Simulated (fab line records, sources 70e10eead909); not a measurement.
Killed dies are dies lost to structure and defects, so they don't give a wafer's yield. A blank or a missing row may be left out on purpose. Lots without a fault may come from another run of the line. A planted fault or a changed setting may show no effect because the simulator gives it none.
fab line records | flow nand_harc
record lots=7 wafers=18 last_day=32
route steps=1302 shown A_SLIT@940 A_SIN_REMOVE@947 A_WL_FILL@952 END@1302
lots that met no fault: from a run of the same line without faults
start_h: hours from the record's first day to the start of the lot's first wafer shown | wait_h: hours since the lot's step before | " the same as in the row above | L1.1+2: a row that stands for several wafers | - no value, or no start given | * or withheld: withheld | < > ~ a bound
route shown NAME@n: a module of which the file shows steps, and the number in the route of the first | usual: mean/standard deviation of fault-free wafers | same: alike in all rows | chamber/n: place in a boat | sites: the reading at each site | _std_site: their standard deviation | _edge_site: outer sites' mean less inner sites' | radius_mm: how far each site lies from the wafer's centre | mask NAME#n: copy n | behind: the tool/chamber that last shaped the wafer | hold: why the lot was held/for how many hours/how that ended | device: the transistor (n, p or np) that didn't switch | end of line: the same wafers' tests at the end of the route | a step without rows: its recipe alone | killed: dies lost to structure and defects at the first sort, not the wafer's yield | map: a wafer's dies, x killed, . not, _ none there
set.NAME: the setting as run; set.NAME@STEP: as run at that earlier step | model.NAME: the simulator's own value behind a step, which no gauge read
lots at some steps of the route; a table a step, a row a wafer
services: from which hour (start_h, from the record's first day; less than 0 if before it) a tool's chamber was out of use, for how many hours, and why
## steps
# step NHARC_A_SLIT_ETCH_26
# recipe bias_v=400 source_w=2000 pressure_mtorr=25 time_s=90 ar_flow_sccm=375 c4f8_flow_sccm=41.7 o2_flow_sccm=83.3 target_depth_a=4000 chemistry=C4F8/O2/Ar
# usual drypump_motor_current_A=5.26/0.2 he_backside_leak_sccm=6.1/0.92 showerhead_plenum_p_Torr=3.69/0.13 throttle_valve_pct=27.619/0.01
# columns lot.wafer tool chamber start_h wait_h drypump_motor_current_A he_backside_leak_sccm rf_hours_counter_h showerhead_plenum_p_Torr throttle_valve_pct
L186.3 har_etch-02 1 454.22 1.9 5.38 4.7 - 3.68 27.621
L186.4 " 0 " " 4.92 6.0 - 3.96 27.630
L186.6 " 1 " " 5.37 4.8 - 3.68 27.619
L189.2 har_etch-02 1 478.11 2.5 5.37 4.7 53 3.67 27.622
L189.3 " 0 " " 4.92 5.8 - 3.95 27.602
L189.6 " 0 " " 4.92 5.6 - 3.95 27.614
L194.2 har_etch-01 1 541.07 3.1 5.32 6.1 301 3.59 27.616
L194.6 " 0 " " 5.41 7.6 - 3.66 27.629
L196.1 har_etch-01 1 550.14 3.0 5.34 6.5 305 3.59 27.631
L196.6 " 0 " " 5.40 7.8 - 3.66 27.618
L195.2 har_etch-01 0 555.61 4.7 5.38 7.4 309 3.65 27.633
L195.3 " 1 " " 5.33 6.2 - 3.58 27.631
L199.2 har_etch-02 1 600.55 3.0 5.37 4.7 123 3.64 27.616
L199.4 " 1 " " 5.34 5.1 - 3.63 27.606
L199.3 " 0 " " 4.90 6.0 - 3.91 27.614
L206.1 har_etch-01 1 652.49 3.0 5.37 6.8 370 3.55 27.597
L206.2 " 0 " " 5.38 4.8 355 3.63 27.603
L206.6 " 0 " " 5.38 4.6 - 3.63 27.634
# step NHARC_A_SLIT_STRIP_28
# recipe o2_flow_sccm=400 cos_flow_sccm=20 ar_flow_sccm=0 bias_w=0 chemistry=O2/COS
# step NHARC_A_SLIT_ETCH_29
# recipe target_depth_a=1000 overetch_a=100 time_s=55 ion_energy_ev=100 cf4_flow_sccm=80 o2_flow_sccm=20 ar_flow_sccm=0 rf_w=300 bias_w=100 chemistry=CF4/O2
# usual drypump_motor_current_A=5.8/0.43 oes_product_au=0.999/0.0091 rf_vpp_V=197.7/1.4 showerhead_plenum_p_Torr=1.33/0.057 throttle_valve_pct=13.398/0.0094
# columns lot.wafer tool chamber start_h wait_h drypump_motor_current_A oes_product_au rf_hours_counter_h rf_vpp_V showerhead_plenum_p_Torr throttle_valve_pct
L186.3 rie_diel-10 2 455.05 0.1 6.1 1.000 1.7 198.1 1.37 13.415
L186.4 " 3 " " 5.4 1.003 1.7 199.1 1.37 13.396
L186.6 " 1 " " 5.7 0.994 - 197.5 1.27 13.397
L189.2 rie_diel-10 3 478.96 0.1 5.4 0.997 3.3 199.0 1.37 13.397
L189.3 " 0 " " 6.0 0.996 3.2 195.0 1.25 13.397
L189.6 " 0 " " 5.9 0.997 - 196.4 1.25 13.386
L194.2 rie_diel-01 3 541.98 0.1 5.0 1.003 7.2 196.5 1.35 13.397
L194.6 " 0 " " 6.1 0.995 - 197.6 1.33 13.403
L196.1 rie_diel-01 2 551.02 0.1 5.6 0.996 7.2 198.8 1.39 13.393
L196.6 " 2 " " 5.6 1.003 - 198.8 1.39 13.405
L195.2 rie_diel-01 1 556.50 0.1 6.6 1.011 8.8 199.3 1.42 13.399
L195.3 " 3 " " 5.0 1.007 7.9 197.9 1.35 13.398
L199.4 rie_diel-01 0 601.44 0.1 6.1 1.000 2.6 198.0 1.33 13.398
L199.3 " 1 " " 6.6 0.987 3.2 199.6 1.42 13.400
L199.2 " 3 " " 5.0 0.998 2.3 198.2 1.35 13.380
L206.1 rie_diel-01 0 653.38 0.1 6.1 0.991 5.4 198.0 1.33 13.409
L206.2 " 2 " " 5.6 0.998 6.7 199.8 1.39 13.399
L206.6 " 1 " " 6.6 0.985 - 199.0 1.42 13.401
# step NHARC_A_SLIT_STRIP_18
# recipe o2_flow_sccm=500 ar_flow_sccm=0 bias_w=0 chemistry=O2
# usual drypump_motor_current_A=5.8/0.43 oes_product_au=0.999/0.0099 rf_vpp_V=57.8/0.94 showerhead_plenum_p_Torr=3.52/0.14 throttle_valve_pct=17.036/0.0096
# columns lot.wafer tool chamber start_h wait_h drypump_motor_current_A oes_product_au rf_hours_counter_h rf_vpp_V showerhead_plenum_p_Torr throttle_valve_pct
L186.4 rie_diel-10 2 - - 6.1 1.000 1.8 58.3 3.61 17.055
L186.3 " 0 " " 5.9 0.999 1.8 57.3 3.32 17.033
L186.6 " 3 " " 5.4 0.999 - 58.1 3.63 17.028
L189.2 rie_diel-10 2 - - 6.1 1.004 2.1 57.4 3.61 17.035
L189.3 " 3 " " 5.4 0.996 3.3 59.1 3.63 17.038
L189.6 " 1 " " 5.6 0.997 - 58.3 3.36 17.034
L194.2 rie_diel-01 1 - - 6.6 1.011 8.0 57.5 3.75 17.032
L194.6 " 1 " " 6.6 1.008 - 58.7 3.75 17.046
L196.1 rie_diel-01 2 - - 5.6 1.010 7.2 57.9 3.66 17.031
L196.6 " 0 " " 6.1 0.991 - 57.7 3.52 17.028
L195.3 rie_diel-01 1 - - 6.6 1.003 8.9 58.3 3.75 17.035
L195.2 " 2 " " 5.5 1.011 7.7 57.1 3.66 17.036
L199.4 rie_diel-01 1 - - 6.6 0.994 3.3 59.3 3.74 17.033
L199.2 " 2 " " 5.6 1.009 3.6 56.3 3.66 17.048
L199.3 " 3 " " 5.0 0.999 2.3 58.0 3.57 17.012
L206.1 rie_diel-01 3 - - 5.0 1.007 5.5 57.5 3.57 17.043
L206.2 " 1 " " 6.6 0.980 6.9 57.6 3.74 17.034
L206.6 " 3 " " 5.0 1.004 - 56.8 3.57 17.029
# step NHARC_A_SLIT_PRECLEAN_19
# recipe time_s=* temp_c=50 bath_age_min=0 chemistry=SC1
# step NHARC_A_SLIT_SRD_20
# step NHARC_A_SLIT_CD_MEAS_21
# usual cd_nm=289.5/0.72
# columns lot.wafer tool chamber start_h wait_h cd_nm
L186.3 cd_sem-01 - 455.58 - 288.5
L186.4 " - " " 290.2
L186.6 " - " " 290.6
L189.2 cd_sem-02 - 479.50 - 288.7
L189.3 " - " " 288.8
L189.6 " - " " 288.8
L194.2 cd_sem-03 - 542.50 - 289.3
L194.6 " - " " 290.4
L196.1 cd_sem-01 - 551.59 0.1 288.7
L196.6 " - " " 289.7
L195.2 cd_sem-03 - 557.03 - 288.1
L195.3 " - " " 288.0
L199.2 cd_sem-01 - 601.97 - 290.1
L199.3 " - " " 291.0
L199.4 " - " " 290.5
L206.1 cd_sem-03 - 653.95 0.1 289.3
L206.2 " - " " 288.9
L206.6 " - " " 290.1
# step NHARC_A_SIN_REMOVE_WET_00
# recipe temp_c=160 time_s=15300 chemistry=H3PO4
# step NHARC_A_SIN_REMOVE_PRECLEAN_01
# recipe time_s=* temp_c=50 bath_age_min=0 chemistry=SC1
# step NHARC_A_SIN_REMOVE_SRD_02
# step NHARC_A_SIN_REMOVE_INSPECT_04
# usual raw_defect_count=372/80
# columns lot.wafer tool chamber start_h wait_h raw_defect_count
L186.3 defect_inspect-01 - 462.21 0.0 532
L186.4 " - " " 249
L186.6 " - " " 292
L189.2 defect_inspect-02 - 486.71 0.0 340
L189.3 " - " " 411
L189.6 " - " " 394
L194.2 defect_inspect-02 - 549.18 0.0 408
L194.6 " - " " 427
L196.1 defect_inspect-02 - 558.29 0.0 313
L196.6 " - " " 366
L195.2 defect_inspect-02 - 563.70 0.0 533
L195.3 " - " " 431
L199.2 defect_inspect-01 - 608.53 0.0 319
L199.3 " - " " 293
L199.4 " - " " 276
L206.1 defect_inspect-01 - 660.58 0.0 295
L206.2 " - " " 347
L206.6 " - " " 391
# step NHARC_A_WL_FILL_ALD_00
# recipe target_thk_a=30 pulse_time_s=3 ald_cycles=30 temp_c=300 material=Al2O3
# usual ald_cycles=30/0 heater_power_w=486/55 precursor_pulse_height_rel=0.999/0.02
# columns lot.wafer tool chamber start_h wait_h ald_cycles heater_power_w precursor_pulse_height_rel
L186.4 ald_hk-03 1 462.27 0.1 30 489 0.999
L186.3 " 3 " " 30 456 1.012
L186.6 " 1 " " 30 504 1.032
L189.3 ald_hk-02 0 486.80 0.1 30 553 0.990
L189.2 " 1 " " 30 449 0.981
L189.6 " 0 " " 30 562 1.020
L194.2 ald_hk-02 2 549.33 0.1 30 398 1.012
L194.6 " 0 " " 41 527 0.996
L196.1 ald_hk-02 2 558.40 0.1 30 401 0.996
L196.6 " 0 " " 41 528 1.002
L195.3 ald_hk-02 2 563.82 0.1 41 401 1.030
L195.2 " 3 " " 30 412 0.969
L199.2 ald_hk-04 3 608.60 0.1 30 573 1.026
L199.3 " 0 " " 30 483 1.009
L199.4 " 1 " " 30 531 0.993
L206.2 ald_hk-04 2 660.64 0.1 30 522 0.995
L206.1 " 3 " " 30 560 1.003
L206.6 " 2 " " 30 534 0.980
# step NHARC_A_WL_FILL_RTA_01
# recipe temp_c=1000 time_s=5
# usual lamp_power_pct=28.6/1.4 lamp_zone_2_pct=28.6/1.4 wafer_temp_C_max=1006.5/1.6
# columns lot.wafer tool chamber start_h wait_h lamp_power_pct lamp_zone_2_pct wafer_temp_C_max
L186.3 rtp_anneal-01 0 462.66 - 29.7 29.7 1006.7
L186.4 " 0 " " 29.7 29.7 1006.5
L186.6 " 0 " " 29.7 29.7 1007.8
L189.2 rtp_anneal-01 0 487.28 - 29.7 29.7 1006.8
L189.3 " 0 " " 29.7 29.7 1010.3
L189.6 " 0 " " 29.7 29.7 1006.4
L194.2 rtp_anneal-01 0 549.53 - 29.7 29.7 1004.8
L194.6 " 0 " " 29.7 29.7 1006.4
L196.1 rtp_anneal-02 0 558.61 - 26.7 26.8 1004.0
L196.6 " 0 " " 26.8 26.8 1004.7
L195.2 rtp_anneal-01 0 564.08 - 29.7 29.7 1006.9
L195.3 " 0 " " 29.6 29.7 1009.1
L199.2 rtp_anneal-01 0 608.90 - 29.7 29.7 1007.7
L199.3 " 0 " " 29.7 29.7 1007.5
L199.4 " 0 " " 29.8 29.7 1008.7
L206.1 rtp_anneal-02 0 661.07 0.3 26.8 26.7 1006.6
L206.2 " 0 " " 26.8 26.8 1005.0
L206.6 " 0 " " 26.8 26.8 1006.2
# step NHARC_END_SORT_01
# recipe temp_c=25
# usual killed_at_array=56/19 killed_at_other=0.8/1.1 killed_at_periphery=3.4/2.5 killed_dies=60/19 killed_open=2.9/1.7 killed_short=2.4/1.6
# same gross_dies=677
# columns lot.wafer tool chamber start_h wait_h killed_at_array killed_at_other killed_at_periphery killed_dies killed_open killed_short
L196.1 prober-01 0 659.13 2.6 55 0 8 63 4 1
L196.6 prober-01 0 663.13 4.0 55 0 3 58 2 0
L195.3 prober-02 0 660.68 3.1 73 0 0 73 3 0
L206.1 prober-01 0 761.60 2.5 62 0 11 73 4 1
L206.2 prober-01 0 762.41 2.8 69 0 5 74 2 1
L206.6 prober-01 0 765.65 4.0 72 0 4 76 0 3
# killed by level:class
L196.1 A_SLIT:chamber_film_flake=24 A_CHANNEL_HOLE_D2:chamber_film_flake=12 A_CHANNEL_HOLE_D1:chamber_film_flake=5 P_STI:chamber_film_flake=4 A_CONTACT:chamber_film_flake=4 A_STAIRCASE:chamber_film_flake=3 P_ZERO_WELL:chamber_film_flake=2 P_M1:geometric_particle:open=1
L195.3 A_SLIT:chamber_film_flake=38 A_CHANNEL_HOLE_D1:chamber_film_flake=26 A_CHANNEL_HOLE_D2:chamber_film_flake=3 A_M0:chamber_film_flake=2 A_CHANNEL_HOLE_D1:geometric_particle:open=1 A_CHANNEL_FILL_D2:geometric_particle:open=1 A_BLC:geometric_particle:open=1 A_WL_FILL:chamber_film_flake=1
L196.6 A_SLIT:chamber_film_flake=31 A_CHANNEL_HOLE_D1:chamber_film_flake=8 A_CHANNEL_HOLE_D2:chamber_film_flake=7 A_STAIRCASE:chamber_film_flake=5 A_CONTACT:chamber_film_flake=3 P_GATE:geometric_particle:open=1 A_CHANNEL_HOLE_D2:geometric_particle:open=1 P_ZERO_WELL:chamber_film_flake=1
L206.1 A_SLIT:chamber_film_flake=31 A_CHANNEL_HOLE_D1:chamber_film_flake=15 P_M1:chamber_film_flake=7 A_CONTACT:chamber_film_flake=6 A_CHANNEL_FILL_D1:chamber_film_flake=3 A_STAIRCASE:chamber_film_flake=3 P_ZERO_WELL:chamber_film_flake=2 P_M0:geometric_particle:open=1
L206.2 A_SLIT:chamber_film_flake=36 A_CHANNEL_HOLE_D1:chamber_film_flake=14 A_CONTACT:chamber_film_flake=8 P_M1:chamber_film_flake=4 A_STAIRCASE:chamber_film_flake=4 A_CHANNEL_FILL_D1:chamber_film_flake=3 A_CHANNEL_FILL_D2:chamber_film_flake=2 P_GATE:geometric_particle:open=1
L206.6 A_SLIT:chamber_film_flake=41 A_CHANNEL_HOLE_D1:chamber_film_flake=12 A_CONTACT:chamber_film_flake=5 P_M1:chamber_film_flake=3 A_STAIRCASE:chamber_film_flake=3 A_CHANNEL_FILL_D1:chamber_film_flake=2 A_CHANNEL_FILL_D2:chamber_film_flake=2 A_ONON_D2:geometric_particle:short=1
## services
# columns tool chamber start_h hours kind
ald_hk-04 - 435.18 10.0 pm
rie_diel-01 0 438.80 - clean
rie_diel-01 1 438.80 - clean
rie_diel-01 2 438.80 - clean
rie_diel-01 3 438.80 - clean
rie_diel-01 0 441.94 9.4 repair
rie_diel-10 2 457.18 5.0 repair
rie_diel-01 0 463.30 - clean
rie_diel-01 1 463.30 - clean
rie_diel-01 2 463.30 - clean
rie_diel-01 3 463.30 - clean
rie_diel-01 0 487.80 - clean
rie_diel-01 1 487.80 - clean
rie_diel-01 2 512.79 9.8 repair
ald_hk-02 - 527.99 10.0 pm
rie_diel-10 0 548.78 4.7 repair
rie_diel-10 2 555.18 27.8 repair
rie_diel-01 - 557.80 9.0 pm
rie_diel-01 3 576.73 5.4 repair
ald_hk-03 - 583.19 10.0 pm
rie_diel-01 - 595.25 0.5 repair
rie_diel-10 - 596.52 9.0 pm
rie_diel-01 0 610.90 3.2 repair
ald_hk-04 - 613.21 10.0 pm
## key
first_sign step=NHARC_A_WL_FILL_ALD_00 reading=ald_cycles direction=up sigmas=99+ usual=30 struck=41
effect none on later readings
met_at NHARC_A_WL_FILL_ALD_00
struck_wafers L194.6,L195.3,L196.6
tester_left_out L194,L195,L196
onset_between 486.80 549.33
fault kind=process_parameter_drift tool=ald_hk-02 chamber=- onset_h=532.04 steps=NHARC_A_WL_FILL_ALD_00 channel=ald_cycles offset=11 shape=step end_h=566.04 scope=struck_wafers_only acts_in=these_recipes_only stated=30
# tester_left_out: of these lots the tester's yield and bins aren't shown, on N5 and GAA mostly nor the transistor test; their killed dies are dies lost to structure and defects alone, not to doping, threshold or leakage, so they don't give the yield
